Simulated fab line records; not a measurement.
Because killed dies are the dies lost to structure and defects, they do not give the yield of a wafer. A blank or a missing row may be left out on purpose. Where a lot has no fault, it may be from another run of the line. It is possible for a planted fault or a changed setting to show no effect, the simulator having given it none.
Split-lot experiment :: flow n5Finfet :: 21 wafers read across 7 lots, on a route 1938 steps long

THE SPLIT
At N5_BEOL_M15_ETCH_61 (etches BARC in N2/H2, target depth 89 nm, overetch 26.7 nm, time 67.9 s), the setting biasW was moved away from the recipe's 150 W on 8 of the 21 wafers read, by -13.0% to +14.7%. The other wafers ran this setting at the recipe's value.

Reading taken at the split's own step.

THE READING
rfVppV, in V, at N5_BEOL_M15_ETCH_61 (etches BARC in N2/H2, target depth 89 nm, overetch 26.7 nm, time 67.9 s). On this fab line, fault-free wafers typically give 525.0 V with a standard deviation of 2.7 V.

wafer: L076.3
tool, chamber at the split: rieDiel-05, 1
biasW as run, W: 150
against the recipe: recipe
rfVppV, V: 526.0
against lot-mates on the recipe: -

wafer: L076.4
tool, chamber at the split: rieDiel-05, 2
biasW as run, W: 150
against the recipe: recipe
rfVppV, V: 525.9
against lot-mates on the recipe: -

wafer: L076.5
tool, chamber at the split: rieDiel-05, 3
biasW as run, W: 172.1
against the recipe: +14.7%
rfVppV, V: 571.8
against lot-mates on the recipe: +45.8

wafer: L079.1
tool, chamber at the split: rieDiel-04, 2
biasW as run, W: 136.7
against the recipe: -8.9%
rfVppV, V: 489.4
against lot-mates on the recipe: -32.4

wafer: L079.5
tool, chamber at the split: rieDiel-04, 2
biasW as run, W: 136.7
against the recipe: -8.9%
rfVppV, V: 489.6
against lot-mates on the recipe: -32.2

wafer: L079.6
tool, chamber at the split: rieDiel-04, 3
biasW as run, W: 150
against the recipe: recipe
rfVppV, V: 521.8
against lot-mates on the recipe: -

wafer: L086.1
tool, chamber at the split: rieDiel-05, 2
biasW as run, W: 150
against the recipe: recipe
rfVppV, V: 525.9
against lot-mates on the recipe: -

wafer: L086.4
tool, chamber at the split: rieDiel-05, 1
biasW as run, W: 150
against the recipe: recipe
rfVppV, V: 524.8
against lot-mates on the recipe: -

wafer: L086.6
tool, chamber at the split: rieDiel-05, 2
biasW as run, W: 164.2
against the recipe: +9.5%
rfVppV, V: 556.0
against lot-mates on the recipe: +30.7

wafer: L087.4
tool, chamber at the split: rieDiel-04, 2
biasW as run, W: 130.5
against the recipe: -13.0%
rfVppV, V: 477.3
against lot-mates on the recipe: -50.1

wafer: L087.5
tool, chamber at the split: rieDiel-04, 0
biasW as run, W: 130.5
against the recipe: -13.0%
rfVppV, V: 482.0
against lot-mates on the recipe: -45.4

wafer: L087.6
tool, chamber at the split: rieDiel-04, 1
biasW as run, W: 150
against the recipe: recipe
rfVppV, V: 527.4
against lot-mates on the recipe: -

wafer: L088.1
tool, chamber at the split: rieDiel-03, 1
biasW as run, W: 150
against the recipe: recipe
rfVppV, V: 529.1
against lot-mates on the recipe: -

wafer: L088.5
tool, chamber at the split: rieDiel-03, 0
biasW as run, W: 150
against the recipe: recipe
rfVppV, V: 521.1
against lot-mates on the recipe: -

wafer: L088.6
tool, chamber at the split: rieDiel-03, 1
biasW as run, W: 150
against the recipe: recipe
rfVppV, V: 527.3
against lot-mates on the recipe: -

wafer: L096.1
tool, chamber at the split: rieDiel-04, 2
biasW as run, W: 135
against the recipe: -10.0%
rfVppV, V: 486.9
against lot-mates on the recipe: -40.7

wafer: L096.2
tool, chamber at the split: rieDiel-04, 0
biasW as run, W: 150
against the recipe: recipe
rfVppV, V: 527.6
against lot-mates on the recipe: -

wafer: L096.6
tool, chamber at the split: rieDiel-04, 0
biasW as run, W: 135
against the recipe: -10.0%
rfVppV, V: 491.6
against lot-mates on the recipe: -36.0

wafer: L097.1
tool, chamber at the split: rieDiel-03, 1
biasW as run, W: 150
against the recipe: recipe
rfVppV, V: 527.7
against lot-mates on the recipe: -

wafer: L097.3
tool, chamber at the split: rieDiel-03, 2
biasW as run, W: 150
against the recipe: recipe
rfVppV, V: 526.4
against lot-mates on the recipe: -

wafer: L097.6
tool, chamber at the split: rieDiel-03, 2
biasW as run, W: 150
against the recipe: recipe
rfVppV, V: 526.9
against lot-mates on the recipe: -

FIT RESULTS
A straight line over all 21 wafers: rfVppV changes by +3.49 V for each +1% of biasW; r = +0.99; the points scatter about the line by 2.9 V.
The same after taking each lot's own level away (the mean of its wafers on the recipe; 21 wafers): +3.5 V for each +1%; r = +1.00; scatter 2.4 V.
On that fit, the largest move of biasW shifts the reading by 52 V.
Across the lots, their own levels run from 521.80 to 527.60 V, a range of 2.1 times the standard deviation given above.
Hence the lot-to-lot level has little effect on the slope; both slopes agree.
Check: +53 V against its lot-mates is what the line predicts for one of the wafers moved furthest among these (+14.7%) when that wafer is left out of the fit. It came out at +45.8 V against them.
Tool readings at the split's step, against how far the setting was moved: rfVppV r = +0.99.

ADDITIONAL SPLITS CARRIED BY THESE WAFERS
Note: prior to the reading, these wafers also went through further splits. Each is held against what the fit with the lots' levels taken away leaves over:
other split on the same wafers: N5_BEOL_M14_PEB_26 pebTempC
wafers away from the commonest value: 10
r with rfVppV (lot level and that fit taken away): +0.30

other split on the same wafers: N5_BEOL_M14_DESCUM_33 timeS
wafers away from the commonest value: 8
r with rfVppV (lot level and that fit taken away): -0.11

other split on the same wafers: N5_BEOL_M15_PEB_26 pebTimeS
wafers away from the commonest value: 8
r with rfVppV (lot level and that fit taken away): -0.13

FILE'S OWN FIT
rfVppV changes by +3.45 V for each +1% of biasW, r = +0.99.
